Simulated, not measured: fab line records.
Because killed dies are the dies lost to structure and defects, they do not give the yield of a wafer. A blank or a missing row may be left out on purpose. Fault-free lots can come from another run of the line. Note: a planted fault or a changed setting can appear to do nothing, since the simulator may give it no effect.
Matching of chambers | flow n5Finfet | N5_BEOL_M10_CURE_71 on uvCure-03: 3 sister chambers
The step cures SiCOH lowk, time 240 s. 3 wafers are shown with their chamber, then 7 later ones without.

== WAFERS, EACH WITH ITS CHAMBER ==
wafer  | chamber | wafer_temp_C_max
L085.6 | 0       | 386.9
L091.5 | 2       | 387.5
L095.5 | 1       | 386.9

== WAFERS WHOSE CHAMBER IS MISSING ==
wafer  | wafer_temp_C_max
L095.6 | 386.7
L096.1 | 386.7
L096.2 | 386.4
L096.6 | 386.1
L097.1 | 386.9
L097.3 | 387.2
L097.5 | 386.9

== CHAMBER TAKEN BY EACH ==
wafer  | from the rows above          | in truth
L095.6 | can't be placed: 0 or 1 or 2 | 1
L096.1 | can't be placed: 0 or 1 or 2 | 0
L096.2 | can't be placed: 0 or 1 or 2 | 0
L096.6 | can't be placed: 0 or 1 or 2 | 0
L097.1 | can't be placed: 0 or 1 or 2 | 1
L097.3 | can't be placed: 0 or 1 or 2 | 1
L097.5 | can't be placed: 0 or 1 or 2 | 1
Placed correctly: 0 of 7. These rows do not allow placing 7 (true chamber among the candidates in 7). Placed wrongly: 0.
How it was worked out, from the rows above alone: a wafer's distance from a chamber is the root of the sum, over the readings, of the square of ((its reading less the chamber's mean) divided by the reading's scatter). If the next closest chamber is less than 2 further off than the closest, the wafer can't be placed; otherwise it belongs to the closest. Each chamber's mean is taken over the wafers shown for it. The scatter: root of mean squared gap, hidden wafer to nearest shown wafer, with one shown wafer a chamber.
